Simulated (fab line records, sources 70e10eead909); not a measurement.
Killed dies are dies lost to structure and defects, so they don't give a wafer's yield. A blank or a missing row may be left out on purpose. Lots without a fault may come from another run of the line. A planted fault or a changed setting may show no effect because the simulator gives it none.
Tool commonality check | flow nand_harc | 12 lots, 36 wafers sampled

WHY IT WAS OPENED
At NHARC_P_GATE_INSPECT_68 the reading raw_defect_count is flagged on 2 of 12 lots. Wafers without a fault read 212, standard deviation 82.
Rule: a lot is flagged when every wafer of it that has a number lies more than 4 standard deviations from that mean, or none has a number. The other lots count as sound.

lot  | measured     | on                | raw_defect_count, wafer by wafer | flag
L964 | day 5 15:03  | defect_inspect-02 | 292 363 171                      |
L965 | day 5 15:58  | defect_inspect-02 | 395 371 276                      |
L967 | day 6 06:40  | defect_inspect-02 | 144 143 154                      |
L968 | day 6 07:37  | defect_inspect-01 | 341 382 375                      |
L969 | day 6 20:31  | defect_inspect-02 | 156 94 100                       |
L970 | day 6 21:28  | defect_inspect-02 | 188 208 281                      |
L971 | day 7 06:34  | defect_inspect-01 | 988 982 1124                     | FLAGGED
L972 | day 7 12:23  | defect_inspect-01 | 996 983 957                      | FLAGGED
L982 | day 10 06:26 | defect_inspect-01 | 430 312 226                      |
L984 | day 10 11:14 | defect_inspect-01 | 166 167 197                      |
L986 | day 10 18:35 | defect_inspect-01 | 186 172 306                      |
L987 | day 11 06:17 | defect_inspect-02 | 142 289 200                      |
The numbers of the flagged lots are 1005 on average: +793 against the usual, or +10 standard deviations.

WHICH TOOL RAN EACH LOT
The record holds 2 process steps before the reading, out of a route of 1159 steps. In each cell: the tool, then ch and the chambers that the sampled wafers went through, then the start.
lot  | flag    | NHARC_P_GATE_ETCHBACK_37                      | NHARC_P_GATE_STRIP_76
L964 |         | rie_diel-08 ch 0,3, day 5 11:11 or earlier    | plasma_asher-02 ch 0,1, day 5 11:11
L965 |         | rie_diel-08 ch 0,1,3, day 5 11:48 or earlier  | plasma_asher-02 ch 0,1, day 5 11:48
L967 |         | rie_diel-08 ch 0,2,3, day 6 02:47 or earlier  | plasma_asher-02 ch 0, day 6 02:47
L968 |         | rie_diel-08 ch 0,1,3, day 6 03:10 or earlier  | plasma_asher-01 ch 1, day 6 03:10
L969 |         | rie_diel-11 ch 0,2, day 6 16:29 or earlier    | plasma_asher-02 ch 0,1, day 6 16:29
L970 |         | rie_diel-10 ch 0,2, day 6 17:11 or earlier    | plasma_asher-02 ch 0,1, day 6 17:11
L971 | FLAGGED | rie_diel-08 ch 0,1,3, day 7 02:43 or earlier  | plasma_asher-02 ch 0,1, day 7 02:43
L972 | FLAGGED | rie_diel-08 ch 0,2, day 7 08:28 or earlier    | plasma_asher-02 ch 1, day 7 08:28
L982 |         | rie_diel-08 ch 0,2, day 10 02:32 or earlier   | plasma_asher-01 ch 0,1, day 10 02:32
L984 |         | rie_diel-08 ch 0,1,3, day 10 07:20 or earlier | plasma_asher-02 ch 0,1, day 10 07:20
L986 |         | rie_diel-08 ch 1,2,3, day 10 14:13 or earlier | plasma_asher-02 ch 0,1, day 10 14:13
L987 |         | rie_diel-11 ch 2,3, day 11 02:05 or earlier   | plasma_asher-02 ch 0,1, day 11 02:05
What these steps do:
- NHARC_P_GATE_ETCHBACK_37: etches the open film in CHF3/O2, target depth 34.5 nm, time 17.2 s.
- NHARC_P_GATE_STRIP_76: strips in O2.
- NHARC_P_GATE_INSPECT_68

FLAGGED OVER TOTAL, TOOL BY TOOL (the gauges that took the reading come last)
step                     | tool              | lots run | flagged | share of the flagged lots | sound lots run after its first flagged lot
NHARC_P_GATE_ETCHBACK_37 | rie_diel-08       | 9        | 2       | all                       | 3 (L982,L984,L986)
NHARC_P_GATE_ETCHBACK_37 | rie_diel-10       | 1        | 0       | none                      | -
NHARC_P_GATE_ETCHBACK_37 | rie_diel-11       | 2        | 0       | none                      | -
NHARC_P_GATE_STRIP_76    | plasma_asher-01   | 2        | 0       | none                      | -
NHARC_P_GATE_STRIP_76    | plasma_asher-02   | 10       | 2       | all                       | 3 (L984,L986,L987)
NHARC_P_GATE_INSPECT_68  | defect_inspect-01 | 6        | 2       | all                       | 3 (L982,L984,L986)
NHARC_P_GATE_INSPECT_68  | defect_inspect-02 | 6        | 0       | none                      | -
NHARC_P_GATE_ETCHBACK_37 gives no start for some lots, so the hours and the order of its lots are those of NHARC_P_GATE_STRIP_76.

WHAT THE TABLE ALLOWS
3 rows of the table ran every flagged lot: rie_diel-08 at NHARC_P_GATE_ETCHBACK_37, plasma_asher-02 at NHARC_P_GATE_STRIP_76, defect_inspect-01 at NHARC_P_GATE_INSPECT_68.
- rie_diel-08 at NHARC_P_GATE_ETCHBACK_37: 2 of its 9 lots flagged. Sound lots ran on it after the first flagged one (L982, L984, L986), which a lasting fault on the whole tool wouldn't allow.
- plasma_asher-02 at NHARC_P_GATE_STRIP_76: 2 of its 10 lots flagged. Sound lots ran on it after the first flagged one (L984, L986, L987), which a lasting fault on the whole tool wouldn't allow.
- defect_inspect-01 at NHARC_P_GATE_INSPECT_68: 2 of its 6 lots flagged. Sound lots ran on it after the first flagged one (L982, L984, L986), which a lasting fault on the whole tool wouldn't allow.
No row of the table ran every flagged lot and no sound lot after the first.

WHAT THE SIMULATOR HAD PUT IN
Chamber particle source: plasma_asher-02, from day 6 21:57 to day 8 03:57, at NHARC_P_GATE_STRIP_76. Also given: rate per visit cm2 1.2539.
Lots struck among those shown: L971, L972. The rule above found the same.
